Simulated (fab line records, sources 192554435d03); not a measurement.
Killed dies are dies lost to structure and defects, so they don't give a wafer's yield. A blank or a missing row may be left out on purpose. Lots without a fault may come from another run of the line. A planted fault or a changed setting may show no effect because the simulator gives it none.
Problem report in the 8D (eight disciplines) form, filled by code | flow n5_finfet | the parts of the form that need people (team, actions taken, sign-off) are left out

1. THE PROBLEM
run_length_s at N5_BEOL_M6_ETCH_41 reads a mean of 95.2 s on 4 wafers of 3 lots; wafers without a fault read 75.2 s with a standard deviation of 0.46. That is +44 standard deviations from the usual mean.
The step: etches SiCN in CH3F/O2, target depth 29.7 nm, time 52 s.
First seen on wafer L196.1, day 15 20:31, on rie_diel-05. The record holds 19 wafers of 7 lots with a number at this step. Rule for "out", or "out of limits": more than 4 standard deviations from the usual mean. The other wafers with a number count as sound.

2. WHAT IT IS AND WHAT IT IS NOT
question                    | is                             | is not
which readings at this step | run_length_s                   | drypump_motor_current_A, oes_product_au, rf_vpp_V, showerhead_plenum_p_Torr, throttle_valve_pct
which lots                  | L196, L200, L202               | L183, L190, L195, L205
which wafers of those lots  | L196.1, L196.5, L200.5, L202.5 | L196.4, L200.3, L202.3
read on which tools         | rie_diel-05                    | rie_diel-01, rie_diel-03
when                        | from day 15 20:31              | up to then (10 sound wafers); but 5 sound wafers of L200, L202, L205 came after

3. SUSPECTS, AND WHAT RULES EACH OUT
Counting: a tool at a process step up to the reading stays a suspect if it ran every lot that is out. Sound lots after the first of them don't rule it out here, since some wafers of a struck lot are sound.
- rie_diel-05 at N5_BEOL_M6_DESCUM_33 (chemistry O2, time 7 s): kept. It ran every lot that is out, first L196 (day 15 20:13); its last sound lot up to then is L190 (day 13 07:02).
- rie_diel-05 at N5_BEOL_M6_ETCH_72 (etches underlayer in N2/H2, target depth 6.5 nm, time 5.2 s): kept. It ran every lot that is out, first L196 (day 15 20:15); its last sound lot up to then is L190 (day 13 07:04).
- rie_diel-05 at N5_BEOL_M6_ETCH_66 (etches SOC in N2/H2, target depth 80 nm, overetch 16 nm, time 120 s): kept. It ran every lot that is out, first L196 (day 15 20:17); its last sound lot up to then is L190 (day 13 07:07).
- rie_diel-05 at N5_BEOL_M6_STRIP_36 (strips in N2/H2): kept. It ran every lot that is out, first L196 (day 15 20:27); its last sound lot up to then is L190 (day 13 07:16).
- rie_diel-05 at N5_BEOL_M6_ETCH_41 (etches SiCN in CH3F/O2, target depth 29.7 nm, time 52 s): kept. It ran every lot that is out, first L196 (day 15 20:31); its last sound lot up to then is L190 (day 13 07:20). Its own readings are out on those wafers: run_length_s.
Left after counting: rie_diel-05 at N5_BEOL_M6_DESCUM_33, rie_diel-05 at N5_BEOL_M6_ETCH_72, rie_diel-05 at N5_BEOL_M6_ETCH_66, rie_diel-05 at N5_BEOL_M6_STRIP_36, rie_diel-05 at N5_BEOL_M6_ETCH_41.

4. THE CAUSE (what the simulator had put in)
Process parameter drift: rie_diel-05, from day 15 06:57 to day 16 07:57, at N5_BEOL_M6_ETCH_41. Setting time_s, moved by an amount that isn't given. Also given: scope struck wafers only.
Counting left 5 suspects, and this tool is among them.

5. THE CHAIN OF EFFECTS, in route order
Each row: a reading whose mean over the struck wafers that have a number lies more than 3 standard deviations from the usual. Only readings for which the record gives a usual standard deviation are gone through. hours: the time from each lot's start at the first step in this table that gives one to its start at this step, as a median over the lots. sigmas: the change in usual standard deviations.
hours | step               | reading      | usual  | on struck wafers | change | sigmas
0     | N5_BEOL_M6_ETCH_41 | run_length_s | 75.2 s | 95.2             | +20.0  | +44
The process steps in it:
- N5_BEOL_M6_ETCH_41: etches SiCN in CH3F/O2, target depth 29.7 nm, time 52 s.

6. WHAT WOULD HAVE CAUGHT IT SOONER
In this record the first reading out of limits was taken at day 15 20:31, 14 hours after the fault began at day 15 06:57.
